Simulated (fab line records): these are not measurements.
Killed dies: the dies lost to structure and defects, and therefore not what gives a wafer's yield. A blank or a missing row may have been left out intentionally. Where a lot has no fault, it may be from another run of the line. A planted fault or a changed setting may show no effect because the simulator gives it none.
Which tool is to blame? ; flow n5Finfet ; 11 lots, 33 wafers sampled, at 4 steps of a route of 1938

## WHAT THE GAUGES SHOWED, per wafer
N5_BEOL_M9_CD_MEAS_11 targets a cd of 64.1 nm. Usual: 64.2 nm for cdNm, sd 0.44.
lot;measured;on;cdNm (nm);flag
L209;day 11 08:19;cdSem-01;64.1 64.1 64.8;
L210;day 12 19:17;cdSem-03;63.5 64.3 64.1;
L211;day 13 04:29;cdSem-02;64.2 63.8 64.1;
L215;day 14 05:10;cdSem-01;63.8 64.0 63.4;
L216;day 15 01:59;cdSem-02;63.8 64.6 63.8;
L222;day 16 04:37;cdSem-03;63.9 64.6 64.6;
L224;day 16 04:46;cdSem-01;64.6 64.7 64.7;
L227;day 16 04:56;cdSem-01;64.1 64.0 64.4;
L226;day 16 08:13;cdSem-03;63.9 64.3 65.0;
L225;day 17 05:07;cdSem-02;64.1 63.1 63.5;
L228;day 17 07:44;cdSem-03;63.3 63.6 63.6;

## TOOL THAT RAN EACH LOT (tool first, then ch and the chambers of the sampled wafers, then the start)
lot;N5_BEOL_M8_SPUTTER_48;N5_BEOL_M8_ANNEAL_51;N5_BEOL_M9_PECVD_70
L209;pvdSputter-03, day 11 04:20;rtpAnneal-02 ch 0, day 11 04:38;pecvd-03 ch 0,2, day 11 06:31
L210;pvdSputter-03, day 12 14:01;rtpAnneal-02 ch 0, day 12 14:16;pecvd-04 ch 0,1,2, day 12 15:41
L211;pvdSputter-03, day 13 00:53;rtpAnneal-01 ch 0, day 13 01:47;pecvd-04 ch 0,1,2, day 13 03:13
L215;pvdSputter-02, day 14 02:56;rtpAnneal-02 ch 0, day 14 03:17;pecvd-02 ch 0,1,2, day 14 04:38
L216;pvdSputter-01, day 14 18:49;rtpAnneal-01 ch 0, day 14 19:04;pecvd-03 ch 0,1, day 14 20:26
L222;pvdSputter-02, day 15 23:09;rtpAnneal-02 ch 0, day 15 23:27;pecvd-03 ch 0,2, day 16 00:49
L224;pvdSputter-02, day 15 23:21;rtpAnneal-01 ch 0, day 15 23:43;pecvd-03 ch 0,2, day 16 01:11
L227;pvdSputter-01, day 15 23:33;rtpAnneal-02 ch 0, day 15 23:54;pecvd-04 ch 0,1,2, day 16 01:19
L226;pvdSputter-02, day 16 05:34;rtpAnneal-01 ch 0, day 16 05:58;pecvd-02 ch 0,1,2, day 16 07:19
L225;pvdSputter-03, day 17 01:19;rtpAnneal-02 ch 0, day 17 01:47;pecvd-04 ch 0,1,2, day 17 04:41
L228;pvdSputter-01, day 17 03:38;rtpAnneal-02 ch 0, day 17 03:53;pecvd-02 ch 0,2, day 17 06:43
- N5_BEOL_M8_SPUTTER_48: material Cu, target thk 10 nm, time 1.667 s.
- N5_BEOL_M8_ANNEAL_51: time 90 s.
- N5_BEOL_M9_PECVD_70: deposits SiO2 from TEOS/O2, target thk 20 nm, time 22.7 s.

## AS READ BY THE TOOLS THEMSELVES (means over the sampled wafers that have a number; for cases with no such wafer, the mark the record gives instead)
N5_BEOL_M8_SPUTTER_48. Usual: 30.4 % for throttleValvePct, sd 0.77.
lot;tool;throttleValvePct (%);flag
L209;pvdSputter-03;30.1;
L210;pvdSputter-03;29.9;
L211;pvdSputter-03;30.1;
L215;pvdSputter-02;30.7;
L216;pvdSputter-01;31.2;
L222;pvdSputter-02;30.8;
L224;pvdSputter-02;30.1;
L227;pvdSputter-01;30.6;
L226;pvdSputter-02;30.7;
L225;pvdSputter-03;30.1;
L228;pvdSputter-01;30.6;

N5_BEOL_M8_ANNEAL_51. Usual: 226.3 for wafer_temp_C_max, sd 0.36.
lot;tool;wafer_temp_C_max;flag
L209;rtpAnneal-02;226.8;
L210;rtpAnneal-02;226.4;
L211;rtpAnneal-01;226.5;
L215;rtpAnneal-02;226.5;
L216;rtpAnneal-01;226.2;
L222;rtpAnneal-02;226.7;
L224;rtpAnneal-01;226.1;
L227;rtpAnneal-02;226.7;
L226;rtpAnneal-01;226.4;
L225;rtpAnneal-02;227.0;
L228;rtpAnneal-02;226.5;

N5_BEOL_M9_PECVD_70. Usual: heaterPowerW 703 W, standard deviation 130; showerheadPlenumPTorr 8.75 Torr, standard deviation 0.058; susceptorTempC 400.03 C, standard deviation 0.24; throttleValvePct 22.8 %, standard deviation 0.96.
lot;tool;heaterPowerW (W);showerheadPlenumPTorr (Torr);susceptorTempC (C);throttleValvePct (%);flag
L209;pecvd-03;652;8.82;399.87;22.1;
L210;pecvd-04;774;8.74;399.77;23.0;
L211;pecvd-04;770;8.73;400.08;22.9;
L215;pecvd-02;705;8.73;399.97;22.6;
L216;pecvd-03;666;8.85;399.94;23.0;
L222;pecvd-03;572;8.79;376.96;22.1;OFF
L224;pecvd-03;474;8.82;377.02;22.6;OFF
L227;pecvd-04;710;8.73;399.92;23.1;
L226;pecvd-02;670;8.72;400.08;22.6;
L225;pecvd-04;746;8.73;400.21;23.1;
L228;pecvd-02;780;8.74;399.72;22.5;

## THE ANSWER, worked out from the rows above alone
Rule: lot off if the mean of its wafers having a number is beyond 3 standard deviations from the usual mean. A lot without any number at a reading at which 4 lots or more have one is off too. The other lots that the step has rows for count as sound. First the gauges in route order, then the tools' own readings, where a lot's mean is used as printed above. At the first step where some lot is off, the reading lying furthest off is the one used; lots without a number count as furthest.
Off at N5_BEOL_M9_PECVD_70 (susceptorTempC): L222, L224.
A tool fits if, at that step or a process step before it, it ran every lot that is off, and no sound lot after the first of them. One fits: N5_BEOL_M9_PECVD_70 on pecvd-03. A fault onset in the window from L216 (day 14 20:26, its last sound lot) to L222 (day 16 00:49, its first lot off) fits.
The tool's own readings at N5_BEOL_M9_PECVD_70 bear it out: on the lots that are off they differ by more than 5 times the standard deviation of the sound lots' means. susceptorTempC reads 376.99 C there against 399.95 C on the sound lots.

## WHAT HAD BEEN PUT IN BY THE SIMULATOR
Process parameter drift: pecvd-03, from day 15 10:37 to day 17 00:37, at N5_BEOL_M9_PECVD_70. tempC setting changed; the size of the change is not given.
Shown lots that were struck: L222, L224. The rule above found the same.
